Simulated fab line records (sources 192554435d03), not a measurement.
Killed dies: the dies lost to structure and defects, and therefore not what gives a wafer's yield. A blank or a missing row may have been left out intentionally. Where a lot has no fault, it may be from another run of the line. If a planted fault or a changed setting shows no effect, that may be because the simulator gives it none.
fab line records	flow n5Finfet
record lots=11	wafers=32	lastDay=18
route steps=1938 shown BEOL_M1@804 TV_OPEN@1887 PASSIVATION@1909
lots untouched by any fault: they come from a run of this same line in which no faults occurred
startH: start of the lot's first displayed wafer, in hours after the record's first day	waitH: time in hours since the lot's previous step	" repeats the value in the row above	L1.1+2: a single row standing in for several wafers	- either no value or no given start	* or withheld: withheld	< > ~ a bound
route shown NAME@n: names a module that has steps shown in the file, with the first one's number in the route	usual: the fault-free wafers' mean and standard deviation	same: alike in all rows	chamber/n: place in a boat	sites: readings site by site	_std_site: the values' standard deviation	_edge_site: the outer-site mean with the inner-site mean subtracted	radiusMm: for every site, how far away it sits from the centre of the wafer	mask NAME#n: copy n	behind: the tool/chamber that last shaped the wafer	hold: why the lot was held/for how many hours/how that ended	device: transistor that didn't switch, given as n, p or np	end of line: the tests these same wafers got at the end of their route	a step without rows: its recipe alone	killed: dies that structure and defects cost at the first sort, which is not the same as the wafer's yield	map: a wafer's dies, marking killed ones x, the rest . and places with no die _
set.NAME: the run value of the setting; set.NAME@STEP: its run value at that earlier step	model.NAME: the simulator's own value behind a step, which no gauge read
the route's steps for a sample of lots (tables are steps, rows are wafers)
services: a tool's chamber out of use, with start hour (startH, from the record's first day; less than 0 if before it), hours out, and reason
## steps
# step N5_BEOL_M1_HM_STRIP_39
# recipe chemistry=peroxideTinStrip	material=TiN	targetDepthA=250	tempC=50	timeS=158
lot.wafer	tool	chamber	startH	waitH
L578.1+2+3	wetBench-06	7,0,6	131.77	0.0
L580.1+4+6	wetBench-06	3,0,7	135.00	0.0
L585.4+5+6	wetBench-04	6,5,7	167.81	0.0
L588.1+3+4	wetBench-03	5,7,0	184.18	0.0
L591.5+6	wetBench-03	7,5	206.95	0.0
L593.1+2+6	wetBench-06	1,0,6	216.46	0.0
L594.1+5+6	wetBench-06	0,6,2	220.30	0.0
L596.1+3+4	wetBench-06	6,2,7	234.61	0.0
L597.2+4+5	wetBench-04	7,0,5	248.82	0.0
L600.1+5+6	wetBench-04	7,2,0	257.90	0.0
L601.4+5+6	wetBench-04	3,2,1	266.36	0.0
# step N5_PASSIVATION_PASS_ETCH_74
# recipe chemistry=CF4/O2	target=SiNx	targetDepthA=2200	timeS=110	ionEnergyEv=100	pressureMtorr=40	sourceW=535	biasW=49	Ar_flow_sccm=100	cf4FlowSccm=100	O2_flow_sccm=10
# usual drypumpMotorCurrentA=5.4/0.45	oesProductAu=0.79/0.075	rfVppV=241/6.7	showerheadPlenumPTorr=2.18/0.06	throttleValvePct=16.02/0.25
lot.wafer	tool	chamber	startH	waitH	drypumpMotorCurrentA	oesProductAu	rfHoursCounterH	rfVppV	showerheadPlenumPTorr	throttleValvePct
L578.1	rieDiel-05	0	266.26	0.0	5.1	0.75	147	246	2.12	16.18
L578.2	"	1	"	"	5.8	0.80	118	232	2.20	15.99
L578.3	"	3	"	"	5.6	0.66	242	250	2.27	16.20
L580.1	rieDiel-05	1	270.13	0.0	5.8	0.80	120	231	2.20	15.99
L580.4	"	3	"	"	5.7	0.66	-	251	2.27	16.19
L580.6	"	1	"	"	5.8	0.80	-	231	2.20	16.01
L585.4	rieDiel-06	1	317.34	0.0	6.3	0.81	71	247	2.32	15.89
L585.5	"	2	"	"	5.6	0.72	-	247	2.13	16.41
L585.6	"	3	"	"	4.8	0.80	-	232	2.13	15.64
L588.1	rieDiel-06	0	340.64	0.0	5.0	0.91	15	240	2.16	15.96
L588.3	"	3	"	"	4.8	0.80	85	232	2.13	15.63
L588.4	"	2	"	"	5.6	0.71	-	245	2.13	16.41
L591.5	rieDiel-05	2	344.73	0.0	5.8	0.79	-	232	2.20	15.87
L591.6	"	3	"	"	5.6	0.97	-	250	2.26	15.73
L594.1	rieDiel-06	1	357.39	0.0	6.3	0.79	80	246	2.31	15.95
L594.5	"	2	"	"	5.6	0.71	-	247	2.13	16.45
L594.6	"	3	"	"	4.8	0.80	-	232	2.13	15.65
L593.1	rieDiel-04	3	366.45	0.0	4.8	0.87	59	235	2.17	15.75
L593.2	"	1	"	"	5.4	0.68	242	242	2.17	16.44
L593.6	"	3	"	"	4.8	0.88	-	235	2.17	15.75
L596.1	rieDiel-06	1	379.68	0.0	6.2	0.78	87	245	2.31	15.95
L596.3	"	3	"	"	4.8	0.80	94	233	2.13	15.67
L596.4	"	0	"	"	5.0	0.89	25	241	2.16	15.98
L597.2	rieDiel-04	3	385.24	0.0	4.8	0.86	64	236	2.16	15.75
L597.4	"	2	"	"	5.2	0.77	96	249	2.21	15.95
L597.5	"	2	"	"	5.2	0.77	-	250	2.21	15.96
L601.4	rieDiel-06	1	409.95	0.0	6.3	0.78	95	247	2.31	15.95
L601.5	"	1	"	"	6.3	0.77	-	246	2.31	15.96
L601.6	"	2	"	"	5.6	0.70	-	246	2.12	16.46
L600.1	rieDiel-06	3	415.09	0.0	4.8	0.77	103	231	2.12	15.67
L600.5	"	1	"	"	6.3	0.77	-	245	2.31	15.96
L600.6	"	0	"	"	5.0	0.86	-	240	2.15	15.99
# step N5_PASSIVATION_AL_ETCH_33
# recipe chemistry=Cl2/BCl3	targetDepthA=28000	overEtchFrac=0.15	Cl2_flow_sccm=180	bcl3FlowSccm=60	target=Al	stopOn=TaN	timeS=466.7	ionEnergyEv=100	pressureMtorr=10	icpW=900	biasW=100
# usual drypumpMotorCurrentA=5.76/0.3	oesProductAu=0.76/0.085	throttleValvePct=34.1/0.36
lot.wafer	tool	chamber	startH	waitH	drypumpMotorCurrentA	oesProductAu	rfHoursCounterH	throttleValvePct
L578.1	rieMetal-01	1	267.89	0.1	5.74	0.74	23	34.2
L578.2	"	0	"	"	6.08	0.87	3	33.6
L578.3	"	1	"	"	5.75	0.75	-	34.2
L580.1	rieMetal-01	0	271.54	0.1	6.07	0.88	4	33.5
L580.4	"	0	"	"	6.03	0.87	-	33.6
L580.6	"	0	"	"	6.03	0.88	-	33.5
L585.4	rieMetal-02	1	319.46	0.2	6.31	0.77	-	34.1
L585.5	"	0	"	"	5.20	0.80	-	34.0
L585.6	"	1	"	"	6.31	0.77	-	34.1
L588.1	rieMetal-03	1	342.22	0.1	5.78	0.81	11	34.1
L588.3	"	0	"	"	5.58	0.58	-	34.7
L588.4	"	1	"	"	5.75	0.80	-	34.1
L591.5	rieMetal-03	0	347.06	0.3	5.60	0.58	-	34.7
L591.6	"	1	"	"	5.77	0.79	-	34.2
L594.1	rieMetal-01	1	360.40	0.1	5.74	0.72	33	34.2
L594.5	"	1	"	"	5.75	0.74	-	34.2
L594.6	"	0	"	"	6.06	0.81	-	33.6
L593.1	rieMetal-02	0	370.23	0.1	5.21	0.76	18	34.0
L593.2	"	1	"	"	6.30	0.75	24	34.1
L593.6	"	0	"	"	5.19	0.76	-	34.0
L596.1	rieMetal-03	1	381.85	0.1	5.76	0.79	15	34.1
L596.3	"	1	"	"	5.76	0.79	-	34.2
L596.4	"	0	"	"	5.59	0.58	-	34.7
L597.2	rieMetal-03	0	387.01	0.1	5.56	0.59	102	34.7
L597.4	"	0	"	"	5.58	0.57	-	34.7
L597.5	"	1	"	"	5.77	0.79	-	34.1
L601.4	rieMetal-01	1	411.71	0.2	5.74	0.72	-	34.2
L601.5	"	0	"	"	6.06	0.80	-	33.6
L601.6	"	1	"	"	5.74	0.71	-	34.2
L600.1	rieMetal-03	0	416.66	0.1	5.56	0.88	1	34.1
L600.5	"	0	"	"	5.57	0.90	-	34.1
L600.6	"	1	"	"	5.76	0.77	-	34.2
# step N5_PASSIVATION_ETCH_59
# recipe chemistry=Cl2/BCl3	target=TaN	targetDepthA=650	timeS=34.9	ionEnergyEv=100	pressureMtorr=10	icpW=900	biasW=100	Cl2_flow_sccm=60	bcl3FlowSccm=30
# usual drypumpMotorCurrentA=5.8/0.3	oesProductAu=0.83/0.1	throttleValvePct=20.97/0.26
lot.wafer	tool	chamber	startH	waitH	drypumpMotorCurrentA	oesProductAu	rfHoursCounterH	throttleValvePct
L578.1	rieMetal-01	1	268.29	0.3	5.7	0.84	24	21.02
L578.2	"	0	"	"	6.1	0.96	3	20.57
L578.3	"	1	"	"	5.7	0.83	-	21.02
L580.1	rieMetal-01	0	271.94	0.3	6.1	0.95	4	20.55
L580.4	"	0	"	"	6.0	0.95	-	20.56
L580.6	"	0	"	"	6.1	0.95	-	20.55
L585.4	rieMetal-02	1	319.76	0.2	6.3	0.85	-	20.91
L585.5	"	0	"	"	5.2	0.82	-	21.03
L585.6	"	1	"	"	6.3	0.85	-	20.92
L588.1	rieMetal-03	1	342.62	0.3	5.7	0.93	12	20.96
L588.3	"	0	"	"	5.6	0.63	-	21.39
L588.4	"	1	"	"	5.8	0.91	-	20.98
L591.5	rieMetal-03	0	347.26	0.1	5.6	0.63	-	21.42
L591.6	"	1	"	"	5.7	0.91	-	20.95
L594.1	rieMetal-01	1	360.80	0.3	5.7	0.81	33	21.03
L594.5	"	1	"	"	5.7	0.81	-	21.02
L594.6	"	0	"	"	6.1	0.90	-	20.57
L593.1	rieMetal-02	0	370.63	0.3	5.2	0.81	18	21.00
L593.2	"	1	"	"	6.3	0.85	25	20.89
L593.6	"	0	"	"	5.2	0.81	-	21.02
L596.1	rieMetal-03	1	382.25	0.3	5.7	0.90	15	20.98
L596.3	"	1	"	"	5.8	0.91	-	20.96
L596.4	"	0	"	"	5.6	0.62	-	21.41
L597.2	rieMetal-03	0	387.41	0.3	5.6	0.63	102	21.38
L597.4	"	0	"	"	5.6	0.62	-	21.41
L597.5	"	1	"	"	5.7	0.89	-	20.98
L601.4	rieMetal-01	1	412.01	0.2	5.7	0.80	-	21.05
L601.5	"	0	"	"	6.1	0.88	-	20.59
L601.6	"	1	"	"	5.7	0.79	-	21.05
L600.1	rieMetal-03	0	417.06	0.3	5.6	1.00	1	20.80
L600.5	"	0	"	"	5.6	1.00	-	20.80
L600.6	"	1	"	"	5.7	0.89	-	20.97
# step N5_PASSIVATION_PROBE_49
# usual defectLimitedYield=91.5/1.5	killed_at_M0_to_M3=33/9.9	killed_at_M4_up=14/5.2	killedAtContacts=11/5.2	killedAtFrontEnd=38/10	killedAtOther=4/3.5	killedDies=100/18	killedOnRim=13/4.1	killedOpen=66/14	killedShort=32/6.9	sort_bin_5_function=5.0/1	sort_bin_6_memory=3.1/0.69	sortNPass=1080/18	sortYieldPct=91.5/1.5
# same grossDies=1180	killedAtBackSide=0	sort_bin_4_leakage[%]=0	sort_bin_8_speed[%]=0
lot.wafer	tool	chamber	startH	waitH	defectLimitedYield[%]	killed_at_M0_to_M3	killed_at_M4_up	killedAtContacts	killedAtFrontEnd	killedAtOther	killedDies	killedOnRim	killedOpen	killedShort	sort_bin_5_function[%]	sort_bin_6_memory[%]	sortNPass	sortYieldPct[%]
L585.4	prober-02	-	324.38	0.2	90.8	30	13	5	52	8	108	16	67	34	5.3	2.8	1072	90.8
L585.5	prober-02	-	324.43	0.2	89.7	36	15	6	52	12	121	7	87	22	6.0	3.6	1059	89.7
L585.6	prober-02	-	324.48	0.3	83.6	127	17	5	37	8	194	32	62	43	10.8	4.3	986	83.6
L588.1	prober-01	-	347.04	0.0	89.7	29	12	25	53	2	121	12	85	35	6.1	3.7	1059	89.7
L588.3	prober-01	-	347.14	0.1	90.0	37	11	20	48	2	118	15	75	43	6.1	3.5	1062	90.0
L588.4	prober-01	-	347.19	0.2	88.3	38	17	16	66	1	138	15	82	48	6.4	4.0	1042	88.3
L591.6	prober-02	-	351.89	0.3	92.8	34	13	6	28	4	85	12	58	27	3.6	3.4	1095	92.8
# killed by level:class
L585.4 BEOL_M3:geometricParticle:open=10 DUMMY_GATE:geometricParticle:open=9 FIN_SAQP:geometricParticle:short=8 BEOL_M0_SAQP:geometricParticle:short=7 HKMG_FIN:areaEtch=7 FIN_SAQP:geometricParticle:open=6 MOL_CONTACT_COAG:geometricParticle:open=5 BEOL_M0_SAQP:geometricParticle:open=5
L585.5 FIN_SAQP:geometricParticle:open=18 BEOL_M3:geometricParticle:open=16 STI_FIN_REVEAL:geometricParticle:open=9 PASSIVATION:areaEtch=7 FIN_SAQP:geometricParticle:short=6 BEOL_M0_SAQP:geometricParticle:open=6 BEOL_M1:geometricParticle:open=6 MOL_CONTACT_COAG:geometricParticle:open=5
L585.6 BEOL_M1:unspecified=89 BEOL_M3:geometricParticle:open=12 GATE_CUT:geometricParticle:short=8 BEOL_M0_SAQP:geometricParticle:short=7 ILD0:geometricParticle:short=6 BEOL_M5:geometricParticle:open=6 FIN_SAQP:geometricParticle:open=5 DUMMY_GATE:geometricParticle:open=4
L588.1 MOL_CONTACT_COAG:geometricParticle:open=21 STI_FIN_REVEAL:geometricParticle:open=14 BEOL_M3:geometricParticle:open=8 GATE_CUT:geometricParticle:open=6 BEOL_M0_SAQP:geometricParticle:open=6 FIN_SAQP:geometricParticle:open=5 FIN_SAQP:geometricParticle:short=5 DUMMY_GATE:geometricParticle:open=5
L588.3 STI_FIN_REVEAL:geometricParticle:open=18 MOL_CONTACT_COAG:geometricParticle:open=14 BEOL_M0_SAQP:geometricParticle:short=11 BEOL_M1:geometricParticle:open=11 BEOL_M0_SAQP:geometricParticle:open=10 STI_FIN_REVEAL:geometricParticle:short=7 MOL_CONTACT_COAG:geometricParticle:short=6 FIN_SAQP:geometricParticle:short=5
L588.4 FIN_SAQP:geometricParticle:open=18 FIN_SAQP:geometricParticle:short=16 MOL_CONTACT_COAG:geometricParticle:open=13 BEOL_M3:geometricParticle:open=13 STI_FIN_REVEAL:geometricParticle:open=8 GATE_CUT:geometricParticle:short=6 BEOL_M2:geometricParticle:open=6 BEOL_M3:geometricParticle:short=6
L591.6 BEOL_M1:geometricParticle:open=10 FIN_SAQP:geometricParticle:short=6 STI_FIN_REVEAL:geometricParticle:open=6 BEOL_M0_SAQP:geometricParticle:short=6 MOL_CONTACT_COAG:geometricParticle:open=5 BEOL_M0_SAQP:geometricParticle:open=5 BEOL_M2:geometricParticle:open=5 BEOL_M4:geometricParticle:open=5
## services
tool	chamber	startH	hours	kind
wetBench-04	-	118.39	1.1	repair
rieMetal-03	-	123.19	0.5	repair
rieMetal-01	0	128.57	5.6	repair
rieDiel-06	3	129.28	3.8	repair
rieMetal-01	-	142.72	0.2	repair
rieDiel-06	3	153.13	9.8	repair
rieDiel-06	2	156.30	7.3	repair
rieDiel-05	3	159.35	16.8	repair
rieDiel-05	0	165.72	3.0	repair
rieDiel-05	-	199.23	2.8	pm
wetBench-06	-	200.65	4.0	repair
rieMetal-02	0	207.50	13.4	repair
wetBench-04	-	227.55	1.3	repair
rieMetal-03	-	243.62	1.0	repair
rieDiel-05	2	268.41	8.9	repair
rieMetal-02	1	284.88	5.2	repair
rieDiel-06	3	296.55	2.8	repair
rieDiel-05	1	307.24	4.8	repair
wetBench-06	-	315.93	6.3	repair
rieMetal-02	1	336.28	8.6	repair
rieDiel-06	1	338.64	6.6	repair
rieDiel-06	0	367.43	7.2	repair
rieDiel-06	3	369.77	1.9	repair
rieMetal-02	-	413.24	2.8	pm
## key
firstSign step=N5_PASSIVATION_PROBE_49	reading=killed_at_M0_to_M3	direction=up	sigmas=9.5	usual=33	struck=127
effect step=N5_PASSIVATION_PROBE_49	reading=defectLimitedYield	direction=down	sigmas=5.2	usual=91.5	struck=83.6
moreKillsBornAt N5_BEOL_M1_HM_STRIP_39@wetBench-04=89
metAt N5_BEOL_M1_HM_STRIP_39
struckLots L585
struckWafers L585.6
notActingAt N5_PASSIVATION_PASS_ETCH_74,N5_PASSIVATION_AL_ETCH_33,N5_PASSIVATION_ETCH_59
fault kind=chamberParticleSource	tool=wetBench-04	chamber=7	onsetH=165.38	steps=N5_BEOL_M1_HM_STRIP_39	ratePerVisitCm2=0.51763	endH=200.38
